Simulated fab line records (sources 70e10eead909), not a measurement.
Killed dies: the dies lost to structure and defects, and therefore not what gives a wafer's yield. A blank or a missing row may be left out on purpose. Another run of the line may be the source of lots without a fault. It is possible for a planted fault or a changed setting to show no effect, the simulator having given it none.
A sampling plan put to the test || flow nandHarc || one fab line, 25 faults that these records tell of, each judged on the records of the lots that it struck; 1 more is left out, because the records don't allow judging it
The plan consists of the line's own looks: route steps at which the wafer is read by a gauge or an inspection but not changed. Where struck wafers have a number at a look and the file lists that look's usual mean and standard deviation on fault-free wafers, the look can be judged. Caught: a look later than the fault's first step finds the struck wafers' mean 4 or more of those standard deviations (sigma) from the usual mean. On the tool: the same test on the tool's own readings at the fault's steps. A different recipe on the struck wafers counts as caught too, as does a record blank only for those wafers.

## THE FAULTS, as the simulator had put them in
1. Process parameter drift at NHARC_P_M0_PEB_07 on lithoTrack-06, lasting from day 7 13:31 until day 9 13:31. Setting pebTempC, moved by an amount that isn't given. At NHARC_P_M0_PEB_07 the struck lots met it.
2. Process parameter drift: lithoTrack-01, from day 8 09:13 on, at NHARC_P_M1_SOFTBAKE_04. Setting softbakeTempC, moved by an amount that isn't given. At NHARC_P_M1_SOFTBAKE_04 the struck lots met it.
3. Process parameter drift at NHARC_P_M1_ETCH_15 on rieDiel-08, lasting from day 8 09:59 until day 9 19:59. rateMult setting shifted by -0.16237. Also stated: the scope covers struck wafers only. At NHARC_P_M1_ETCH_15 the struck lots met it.
4. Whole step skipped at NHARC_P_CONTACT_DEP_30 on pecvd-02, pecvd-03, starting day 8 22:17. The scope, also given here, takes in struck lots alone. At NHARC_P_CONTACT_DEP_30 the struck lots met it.
5. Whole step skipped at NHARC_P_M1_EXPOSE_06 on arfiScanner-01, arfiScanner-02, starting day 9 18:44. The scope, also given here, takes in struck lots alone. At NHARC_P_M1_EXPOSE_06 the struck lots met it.
6. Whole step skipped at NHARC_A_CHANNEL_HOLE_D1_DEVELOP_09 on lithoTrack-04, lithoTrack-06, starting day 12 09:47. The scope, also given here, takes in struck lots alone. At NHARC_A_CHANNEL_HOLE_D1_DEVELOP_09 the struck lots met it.
7. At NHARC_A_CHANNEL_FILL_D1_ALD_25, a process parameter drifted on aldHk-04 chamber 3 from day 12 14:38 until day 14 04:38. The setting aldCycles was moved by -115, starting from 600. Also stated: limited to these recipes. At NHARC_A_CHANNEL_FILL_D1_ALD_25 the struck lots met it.
8. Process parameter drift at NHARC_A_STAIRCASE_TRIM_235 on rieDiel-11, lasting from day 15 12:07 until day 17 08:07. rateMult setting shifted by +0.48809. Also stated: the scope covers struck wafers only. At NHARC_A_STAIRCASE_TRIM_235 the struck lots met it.
9. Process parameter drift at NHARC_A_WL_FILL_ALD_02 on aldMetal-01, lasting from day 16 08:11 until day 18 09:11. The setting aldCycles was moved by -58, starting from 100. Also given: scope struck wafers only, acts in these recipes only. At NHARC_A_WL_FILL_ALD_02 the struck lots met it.
10. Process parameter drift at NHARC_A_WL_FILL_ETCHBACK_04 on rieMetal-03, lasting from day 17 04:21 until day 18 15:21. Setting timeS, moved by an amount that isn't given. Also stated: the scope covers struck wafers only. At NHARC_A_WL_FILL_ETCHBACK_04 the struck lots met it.
11. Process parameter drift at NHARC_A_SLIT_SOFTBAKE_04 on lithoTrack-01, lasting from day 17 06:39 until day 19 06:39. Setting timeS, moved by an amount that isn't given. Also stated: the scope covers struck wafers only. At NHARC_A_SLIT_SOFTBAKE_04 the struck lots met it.
12. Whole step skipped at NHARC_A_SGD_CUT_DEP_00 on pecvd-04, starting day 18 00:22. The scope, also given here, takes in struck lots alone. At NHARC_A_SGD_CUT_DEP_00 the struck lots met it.
13. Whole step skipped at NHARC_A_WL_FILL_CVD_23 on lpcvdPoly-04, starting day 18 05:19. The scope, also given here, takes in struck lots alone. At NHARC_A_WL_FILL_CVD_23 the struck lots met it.
14. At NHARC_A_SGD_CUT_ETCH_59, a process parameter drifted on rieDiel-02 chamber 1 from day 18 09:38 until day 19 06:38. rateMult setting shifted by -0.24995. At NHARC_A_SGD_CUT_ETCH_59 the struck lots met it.
15. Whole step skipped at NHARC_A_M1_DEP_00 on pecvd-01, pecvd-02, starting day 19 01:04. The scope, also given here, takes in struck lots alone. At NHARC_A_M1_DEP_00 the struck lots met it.
16. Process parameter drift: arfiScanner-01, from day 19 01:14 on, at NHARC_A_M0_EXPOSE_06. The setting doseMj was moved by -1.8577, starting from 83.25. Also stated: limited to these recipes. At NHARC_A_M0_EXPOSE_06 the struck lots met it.
17. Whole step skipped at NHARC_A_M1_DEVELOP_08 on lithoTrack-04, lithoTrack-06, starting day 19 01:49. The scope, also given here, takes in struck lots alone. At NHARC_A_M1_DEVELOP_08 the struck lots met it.
18. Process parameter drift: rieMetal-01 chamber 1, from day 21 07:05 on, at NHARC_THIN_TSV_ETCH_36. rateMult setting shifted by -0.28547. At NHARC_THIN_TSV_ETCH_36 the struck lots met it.
19. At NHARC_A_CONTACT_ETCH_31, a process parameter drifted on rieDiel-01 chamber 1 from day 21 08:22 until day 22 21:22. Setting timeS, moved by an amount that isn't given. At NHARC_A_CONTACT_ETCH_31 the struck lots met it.
20. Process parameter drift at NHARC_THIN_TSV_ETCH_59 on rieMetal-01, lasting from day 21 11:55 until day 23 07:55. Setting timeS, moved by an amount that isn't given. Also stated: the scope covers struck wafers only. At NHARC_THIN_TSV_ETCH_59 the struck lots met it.
21. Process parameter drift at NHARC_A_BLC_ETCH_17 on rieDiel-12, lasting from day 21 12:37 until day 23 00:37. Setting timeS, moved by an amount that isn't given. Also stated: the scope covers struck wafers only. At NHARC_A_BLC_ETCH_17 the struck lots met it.
22. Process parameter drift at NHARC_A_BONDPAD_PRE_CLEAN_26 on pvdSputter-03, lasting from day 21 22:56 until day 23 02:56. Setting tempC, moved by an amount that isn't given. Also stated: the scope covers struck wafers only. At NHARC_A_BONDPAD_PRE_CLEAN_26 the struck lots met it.
23. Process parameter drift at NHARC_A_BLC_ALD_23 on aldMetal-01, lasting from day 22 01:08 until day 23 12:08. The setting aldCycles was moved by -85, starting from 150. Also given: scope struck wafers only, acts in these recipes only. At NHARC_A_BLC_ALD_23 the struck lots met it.
24. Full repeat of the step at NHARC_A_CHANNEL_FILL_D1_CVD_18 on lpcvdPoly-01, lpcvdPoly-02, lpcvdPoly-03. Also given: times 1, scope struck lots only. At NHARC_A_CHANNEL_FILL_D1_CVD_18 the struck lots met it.
25. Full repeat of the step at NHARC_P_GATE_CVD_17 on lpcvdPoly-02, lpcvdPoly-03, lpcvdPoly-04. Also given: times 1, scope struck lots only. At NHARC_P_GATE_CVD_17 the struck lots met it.

## WHAT THE PLAN SAW
{"fault": 1, "on the tool itself": "plateTempC -27 sigma", "first look that catches it": "not the one look that can be judged after it", "reading, sigma": "-", "median hours from its first step to that look": "-", "hours from the fault's start to the first struck lot there": "-", "judged looks passed uncaught": 1}
{"fault": 2, "on the tool itself": "heaterPowerTotalW -57 sigma", "first look that catches it": "not the one look that can be judged after it", "reading, sigma": "-", "median hours from its first step to that look": "-", "hours from the fault's start to the first struck lot there": "-", "judged looks passed uncaught": 1}
{"fault": 3, "on the tool itself": "oesProductAu -4.2 sigma", "first look that catches it": "no look after it can be judged", "reading, sigma": "-", "median hours from its first step to that look": "-", "hours from the fault's start to the first struck lot there": "-", "judged looks passed uncaught": 0}
{"fault": 4, "on the tool itself": "the tool's record is blank for the struck wafers", "first look that catches it": "no look after it can be judged", "reading, sigma": "-", "median hours from its first step to that look": "-", "hours from the fault's start to the first struck lot there": "-", "judged looks passed uncaught": 0}
{"fault": 5, "on the tool itself": "no reading that can be judged", "first look that catches it": "no look after it can be judged", "reading, sigma": "-", "median hours from its first step to that look": "-", "hours from the fault's start to the first struck lot there": "-", "judged looks passed uncaught": 0}
{"fault": 6, "on the tool itself": "the tool's record is blank for the struck wafers", "first look that catches it": "no look after it can be judged", "reading, sigma": "-", "median hours from its first step to that look": "-", "hours from the fault's start to the first struck lot there": "-", "judged looks passed uncaught": 0}
{"fault": 7, "on the tool itself": "under 2 sigma", "first look that catches it": "not the one look that can be judged after it", "reading, sigma": "-", "median hours from its first step to that look": "-", "hours from the fault's start to the first struck lot there": "-", "judged looks passed uncaught": 1}
{"fault": 8, "on the tool itself": "oesProductAu +39 sigma", "first look that catches it": "no look after it can be judged", "reading, sigma": "-", "median hours from its first step to that look": "-", "hours from the fault's start to the first struck lot there": "-", "judged looks passed uncaught": 0}
{"fault": 9, "on the tool itself": "under 2 sigma", "first look that catches it": "no look after it can be judged", "reading, sigma": "-", "median hours from its first step to that look": "-", "hours from the fault's start to the first struck lot there": "-", "judged looks passed uncaught": 0}
{"fault": 10, "on the tool itself": "runLengthS -16 sigma", "first look that catches it": "no look after it can be judged", "reading, sigma": "-", "median hours from its first step to that look": "-", "hours from the fault's start to the first struck lot there": "-", "judged looks passed uncaught": 0}
{"fault": 11, "on the tool itself": "heaterPowerTotalW +61 sigma", "first look that catches it": "not the one look that can be judged after it", "reading, sigma": "-", "median hours from its first step to that look": "-", "hours from the fault's start to the first struck lot there": "-", "judged looks passed uncaught": 1}
{"fault": 12, "on the tool itself": "the tool's record is blank for the struck wafers", "first look that catches it": "no look after it can be judged", "reading, sigma": "-", "median hours from its first step to that look": "-", "hours from the fault's start to the first struck lot there": "-", "judged looks passed uncaught": 0}
{"fault": 13, "on the tool itself": "the tool's record is blank for the struck wafers", "first look that catches it": "not the one look that can be judged after it", "reading, sigma": "-", "median hours from its first step to that look": "-", "hours from the fault's start to the first struck lot there": "-", "judged looks passed uncaught": 1}
{"fault": 14, "on the tool itself": "oesProductAu -22 sigma", "first look that catches it": "no look after it can be judged", "reading, sigma": "-", "median hours from its first step to that look": "-", "hours from the fault's start to the first struck lot there": "-", "judged looks passed uncaught": 0}
{"fault": 15, "on the tool itself": "the tool's record is blank for the struck wafers", "first look that catches it": "no look after it can be judged", "reading, sigma": "-", "median hours from its first step to that look": "-", "hours from the fault's start to the first struck lot there": "-", "judged looks passed uncaught": 0}
{"fault": 16, "on the tool itself": "exposureDoseMJCm2 -20 sigma", "first look that catches it": "not the one look that can be judged after it", "reading, sigma": "-", "median hours from its first step to that look": "-", "hours from the fault's start to the first struck lot there": "-", "judged looks passed uncaught": 1}
{"fault": 17, "on the tool itself": "the tool's record is blank for the struck wafers", "first look that catches it": "no look after it can be judged", "reading, sigma": "-", "median hours from its first step to that look": "-", "hours from the fault's start to the first struck lot there": "-", "judged looks passed uncaught": 0}
{"fault": 18, "on the tool itself": "oesProductAu -25 sigma", "first look that catches it": "no look after it can be judged", "reading, sigma": "-", "median hours from its first step to that look": "-", "hours from the fault's start to the first struck lot there": "-", "judged looks passed uncaught": 0}
{"fault": 19, "on the tool itself": "runLengthS -99 or beyond sigma", "first look that catches it": "no look after it can be judged", "reading, sigma": "-", "median hours from its first step to that look": "-", "hours from the fault's start to the first struck lot there": "-", "judged looks passed uncaught": 0}
{"fault": 20, "on the tool itself": "runLengthS -99 or beyond sigma", "first look that catches it": "no look after it can be judged", "reading, sigma": "-", "median hours from its first step to that look": "-", "hours from the fault's start to the first struck lot there": "-", "judged looks passed uncaught": 0}
{"fault": 21, "on the tool itself": "runLengthS -99 or beyond sigma", "first look that catches it": "no look after it can be judged", "reading, sigma": "-", "median hours from its first step to that look": "-", "hours from the fault's start to the first struck lot there": "-", "judged looks passed uncaught": 0}
{"fault": 22, "on the tool itself": "susceptorTempC -14 sigma", "first look that catches it": "not the one look that can be judged after it", "reading, sigma": "strongest: killedShort at NHARC_END_SORT_01, +2.4", "median hours from its first step to that look": "-", "hours from the fault's start to the first struck lot there": "-", "judged looks passed uncaught": 1}
{"fault": 23, "on the tool itself": "under 2 sigma", "first look that catches it": "no look after it can be judged", "reading, sigma": "-", "median hours from its first step to that look": "-", "hours from the fault's start to the first struck lot there": "-", "judged looks passed uncaught": 0}
{"fault": 24, "on the tool itself": "no reading that can be judged", "first look that catches it": "no look after it can be judged", "reading, sigma": "-", "median hours from its first step to that look": "-", "hours from the fault's start to the first struck lot there": "-", "judged looks passed uncaught": 0}
{"fault": 25, "on the tool itself": "under 2 sigma", "first look that catches it": "no look after it can be judged", "reading, sigma": "-", "median hours from its first step to that look": "-", "hours from the fault's start to the first struck lot there": "-", "judged looks passed uncaught": 0}
Dash: fault not caught, or number not given in these records.

Caught at a look: 0 of 25. Caught on the tool: 19 of 25. By one or the other: 19 of 25.
On the tool alone, faults 1, 2, 3, 4, 6, 8, 10, 11, 12, 13, 14, 15, 16, 17, 18, 19, 20, 21, 22 were caught.
Caught by neither: faults 5, 7, 9, 23, 24, 25.
